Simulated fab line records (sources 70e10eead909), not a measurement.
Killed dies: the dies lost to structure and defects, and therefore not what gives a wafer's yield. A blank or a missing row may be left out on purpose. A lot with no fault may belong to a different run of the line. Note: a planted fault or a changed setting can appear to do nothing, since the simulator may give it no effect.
Matching of chambers    flow nand_harc    cmp-01 running NHARC_A_BONDPAD_CMP_19: 4 sister chambers
The step polishes, t overpolish 30 s, cu recess touch 16 s, target thk 169.8 nm. 18 wafers are shown with their chamber, then 9 later ones without.

WAFERS PAIRED WITH THEIR CHAMBERS
wafer   chamber  motor_current_A (A)  slurry_filter_dp_kPa (kPa)  overpolish_run_s (s)
L074.1  0        11.0                 13.72                       29.996
L074.3  2        10.7                 13.59                       29.998
L074.4  1        11.4                 13.58                       30.006
L076.2  0        11.7                 13.73                       30.010
L076.3  2        11.3                 13.59                       30.005
L076.5  0        11.3                 13.56                       29.981
L081.2  3        13.7                 13.43                       29.990
L081.5  0        11.5                 13.59                       29.998
L081.6  1        11.8                 13.48                       30.000
L083.1  1        11.1                 13.50                       29.983
L083.3  2        11.3                 13.45                       30.002
L083.6  2        11.4                 13.50                       30.007
L086.3  0        11.1                 13.50                       29.991
L086.4  3        13.5                 13.32                       30.019
L086.5  0        11.7                 13.32                       30.001
L089.1  3        14.1                 13.34                       30.004
L089.5  3        13.9                 13.34                       30.005
L089.6  0        11.3                 13.38                       30.007

SIGNATURES, as means of the wafers listed above
reading               chamber 0  chamber 1  chamber 2  chamber 3  scatter within a chamber
motor_current_A       11.371     11.433     11.175     13.800     0.294
slurry_filter_dp_kPa  13.5429    13.5200    13.5325    13.3575    0.112
overpolish_run_s      29.99771   29.99633   30.00300   30.00450   0.00974
Rule: for a wafer and a chamber, the distance is found by dividing, reading by reading, the gap between the wafer's reading and the chamber's mean by the reading's scatter, squaring, summing and taking the root. The wafer belongs to the nearest chamber; if the next one is less than 2 further off, it can't be placed. The scatter: take each reading less its chamber's mean, square it, sum over the shown wafers, divide by the number of wafers less the number of chambers, and take the root.

WAFERS WITH NO CHAMBER GIVEN
wafer   motor_current_A (A)  slurry_filter_dp_kPa (kPa)  overpolish_run_s (s)
L091.2  11.2                 13.54                       30.004
L091.5  11.2                 13.56                       30.000
L091.6  12.4                 13.67                       30.000
L090.3  11.4                 13.54                       29.995
L090.4  11.1                 13.43                       29.989
L090.5  10.0                 13.62                       30.010
L095.3  13.8                 13.72                       30.000
L095.5  13.2                 13.59                       30.009
L095.6  11.2                 13.80                       29.992

THE CHAMBER EACH PASSED THROUGH
wafer   from the rows above                in truth
L091.2  can't be placed: 2 or 0 or 1       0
L091.5  can't be placed: 2 or 0 or 1       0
L091.6  can't be placed: 1 or 0 or 2 or 3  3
L090.3  can't be placed: 1 or 0 or 2       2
L090.4  can't be placed: 1 or 0 or 2       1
L090.5  can't be placed: 2 or 0 or 1       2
L095.3  3                                  3
L095.5  3                                  3
L095.6  can't be placed: 0 or 2 or 1       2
2 of 9 placed correctly. Not placeable from these rows: 7 (in 7, the candidates include the true chamber). Placed wrongly: 0.
